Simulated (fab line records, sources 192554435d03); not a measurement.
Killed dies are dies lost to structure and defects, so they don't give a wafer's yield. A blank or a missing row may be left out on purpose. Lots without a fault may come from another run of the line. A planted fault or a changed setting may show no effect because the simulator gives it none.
Which tool did it? | flow n5_finfet | 24 lots, 72 wafers sampled, at 4 steps of a route of 1938

WHAT THE GAUGES READ, wafer by wafer
N5_BEOL_M3_INSPECT_59: inspects for defects (darkfield). Usual: raw_defect_count 72, standard deviation 24.
lot  | measured     | on                | raw_defect_count | flag
L074 | day 7 08:32  | defect_inspect-01 | 82 98 96         |
L075 | day 7 12:08  | defect_inspect-02 | 57 84 55         |
L076 | day 7 23:17  | defect_inspect-01 | 138 91 67        |
L077 | day 8 03:59  | defect_inspect-02 | 48 55 52         |
L078 | day 8 07:08  | defect_inspect-01 | 78 103 93        |
L080 | day 8 17:40  | defect_inspect-02 | 69 62 80         |
L079 | day 8 22:40  | defect_inspect-02 | 37 60 53         |
L081 | day 9 08:52  | defect_inspect-02 | 35 43 53         |
L082 | day 9 13:13  | defect_inspect-02 | 90 98 66         |
L083 | day 9 14:24  | defect_inspect-01 | 66 76 42         |
L084 | day 10 01:38 | defect_inspect-02 | 71 53 65         |
L086 | day 10 18:39 | defect_inspect-02 | 90 116 108       |
L085 | day 10 20:11 | defect_inspect-01 | 47 65 119        |
L087 | day 10 21:52 | defect_inspect-02 | 62 74 90         |
L089 | day 11 01:32 | defect_inspect-01 | 62 73 108        |
L088 | day 11 08:49 | defect_inspect-01 | 90 50 48         |
L090 | day 11 19:31 | defect_inspect-02 | 96 82 72         |
L091 | day 12 01:01 | defect_inspect-02 | 86 83 135        |
L093 | day 12 02:43 | defect_inspect-01 | 105 78 90        |
L092 | day 12 03:35 | defect_inspect-01 | 64 39 41         |
L094 | day 12 07:18 | defect_inspect-02 | 84 76 63         |
L097 | day 13 00:04 | defect_inspect-01 | 68 64 98         |
L095 | day 13 11:20 | defect_inspect-02 | 67 40 64         |
L096 | day 13 13:10 | defect_inspect-01 | 69 61 58         |

N5_BEOL_M4_OVL_MEAS_29. Usual: V3_OVL 0.2 nm, standard deviation 0.6.
lot  | measured     | on         | V3_OVL (nm)    | flag
L074 | day 7 10:20  | overlay-01 | -0.1 -0.1 0.5  |
L075 | day 7 17:26  | overlay-02 | -0.2 0.3 -0.3  |
L076 | day 8 01:44  | overlay-01 | 0.5 0.8 1.4    |
L077 | day 8 05:35  | overlay-02 | 1.0 0.8 0.5    |
L078 | day 8 12:11  | overlay-02 | 0.2 -0.4 -0.7  |
L080 | day 8 20:19  | overlay-01 | -0.8 0.0 0.8   |
L079 | day 9 03:07  | overlay-02 | 1.0 0.8 1.3    |
L081 | day 9 11:23  | overlay-02 | -0.6 0.9 1.0   |
L082 | day 9 15:22  | overlay-01 | 0.9 1.6 0.5    |
L083 | day 9 16:42  | overlay-01 | 0.1 0.1 -0.9   |
L084 | day 10 03:29 | overlay-01 | -0.3 0.3 -0.7  |
L086 | day 10 20:34 | overlay-01 | -0.1 0.5 1.2   |
L085 | day 10 23:04 | overlay-01 | 0.0 -0.4 0.5   |
L087 | day 11 02:10 | overlay-02 | -1.2 -0.2 -0.3 |
L089 | day 11 03:11 | overlay-01 | 0.8 -0.4 1.0   |
L088 | day 11 11:48 | overlay-02 | 1.2 0.4 0.3    |
L090 | day 11 21:51 | overlay-02 | 0.6 0.3 0.8    |
L091 | day 12 04:20 | overlay-02 | -0.4 0.1 0.7   |
L093 | day 12 04:49 | overlay-01 | 0.3 -0.8 1.0   |
L092 | day 12 06:03 | overlay-01 | 0.4 -0.1 -0.3  |
L094 | day 12 09:56 | overlay-01 | -1.1 -0.4 0.0  |
L097 | day 13 02:53 | overlay-01 | 0.5 -0.2 1.2   |
L095 | day 13 13:32 | overlay-02 | 0.2 -0.4 0.0   |
L096 | day 13 16:47 | overlay-01 | -0.4 -0.4 -0.7 |

N5_BEOL_M4_INSPECT_30: inspects for defects (brightfield). Usual: raw_defect_count 395, standard deviation 82.
lot  | measured     | on                | raw_defect_count | flag
L074 | day 7 10:23  | defect_inspect-02 | 603 433 548      |
L075 | day 7 17:29  | defect_inspect-02 | 336 383 263      |
L076 | day 8 01:47  | defect_inspect-02 | 531 355 453      |
L077 | day 8 05:38  | defect_inspect-02 | 376 256 324      |
L078 | day 8 12:14  | defect_inspect-01 | 350 395 317      |
L080 | day 8 20:22  | defect_inspect-02 | 403 433 368      |
L079 | day 9 03:10  | defect_inspect-02 | 381 573 461      |
L081 | day 9 11:25  | defect_inspect-02 | 504 346 296      |
L082 | day 9 15:25  | defect_inspect-02 | 348 349 396      |
L083 | day 9 16:45  | defect_inspect-01 | 396 427 287      |
L084 | day 10 03:33 | defect_inspect-02 | 396 277 374      |
L086 | day 10 20:38 | defect_inspect-02 | 455 494 451      |
L085 | day 10 23:07 | defect_inspect-01 | 505 410 464      |
L087 | day 11 02:13 | defect_inspect-02 | 308 335 356      |
L089 | day 11 03:15 | defect_inspect-02 | 424 431 430      |
L088 | day 11 11:52 | defect_inspect-01 | 531 438 406      |
L090 | day 11 21:54 | defect_inspect-01 | 555 458 465      |
L091 | day 12 04:23 | defect_inspect-02 | 433 484 493      |
L093 | day 12 04:52 | defect_inspect-02 | 443 409 419      |
L092 | day 12 06:07 | defect_inspect-01 | 307 244 388      |
L094 | day 12 09:59 | defect_inspect-02 | 313 340 338      |
L097 | day 13 02:57 | defect_inspect-02 | 485 388 506      |
L095 | day 13 13:35 | defect_inspect-01 | 405 336 324      |
L096 | day 13 16:50 | defect_inspect-01 | 282 375 329      |

WHICH TOOL RAN EACH LOT (tool, then ch and the chambers of the sampled wafers, then the start)
lot  | N5_BEOL_M4_HM_DEP_02
L074 | pvd_sputter-03, day 7 08:55
L075 | pvd_sputter-02, day 7 16:03
L076 | pvd_sputter-02, day 8 00:14
L077 | pvd_sputter-02, day 8 04:11
L078 | pvd_sputter-02, day 8 10:45
L080 | pvd_sputter-01, day 8 18:42
L079 | pvd_sputter-01, day 9 01:22
L081 | pvd_sputter-01, day 9 10:02
L082 | pvd_sputter-01, day 9 13:26
L083 | pvd_sputter-03, day 9 15:07
L084 | pvd_sputter-03, day 10 01:50
L086 | pvd_sputter-02, day 10 19:01
L085 | pvd_sputter-01, day 10 21:36
L087 | pvd_sputter-01, day 11 00:29
L089 | pvd_sputter-01, day 11 01:53
L088 | pvd_sputter-01, day 11 10:06
L090 | pvd_sputter-03, day 11 20:25
L091 | pvd_sputter-01, day 12 02:30
L093 | pvd_sputter-01, day 12 03:08
L092 | pvd_sputter-01, day 12 04:00
L094 | pvd_sputter-01, day 12 08:17
L097 | pvd_sputter-01, day 13 01:20
L095 | pvd_sputter-02, day 13 12:03
L096 | pvd_sputter-01, day 13 15:10
- N5_BEOL_M4_HM_DEP_02: deposits TiN, target thk 20 nm.

WHAT THE TOOLS THEMSELVES READ (means of the sampled wafers that have a number; where no wafer has one, the mark that the record gives instead)
N5_BEOL_M4_HM_DEP_02. Usual: throttle_valve_pct 29.6 %, standard deviation 1.1.
lot  | tool           | throttle_valve_pct (%) | flag
L074 | pvd_sputter-03 | 29.9                   |
L075 | pvd_sputter-02 | 30.2                   |
L076 | pvd_sputter-02 | 30.2                   |
L077 | pvd_sputter-02 | 30.5                   |
L078 | pvd_sputter-02 | 30.2                   |
L080 | pvd_sputter-01 | 29.4                   |
L079 | pvd_sputter-01 | 29.4                   |
L081 | pvd_sputter-01 | 30.5                   |
L082 | pvd_sputter-01 | 28.9                   |
L083 | pvd_sputter-03 | 30.7                   |
L084 | pvd_sputter-03 | 30.0                   |
L086 | pvd_sputter-02 | 30.5                   |
L085 | pvd_sputter-01 | 29.3                   |
L087 | pvd_sputter-01 | 28.2                   |
L089 | pvd_sputter-01 | 29.6                   |
L088 | pvd_sputter-01 | 29.4                   |
L090 | pvd_sputter-03 | 29.9                   |
L091 | pvd_sputter-01 | 28.8                   |
L093 | pvd_sputter-01 | 30.1                   |
L092 | pvd_sputter-01 | 29.9                   |
L094 | pvd_sputter-01 | 29.5                   |
L097 | pvd_sputter-01 | 29.9                   |
L095 | pvd_sputter-02 | 28.1                   |
L096 | pvd_sputter-01 | 29.2                   |

THE ANSWER, worked out from the rows above alone
Rule: a lot is off if the mean of its wafers that have a number lies more than 3 standard deviations from the usual mean. A lot without any number at a reading at which 4 lots or more have one is off too. The other lots that the step has rows for count as sound. The gauges are gone through in route order, then the tools' own readings, and for those a lot's mean is taken as printed above. The first step at which some lot is off is used, and at that step the reading that is off furthest; a lot without a number counts as furthest.
No lot is off at any reading shown: from this, nothing can be told.

WHAT THE SIMULATOR HAD PUT IN
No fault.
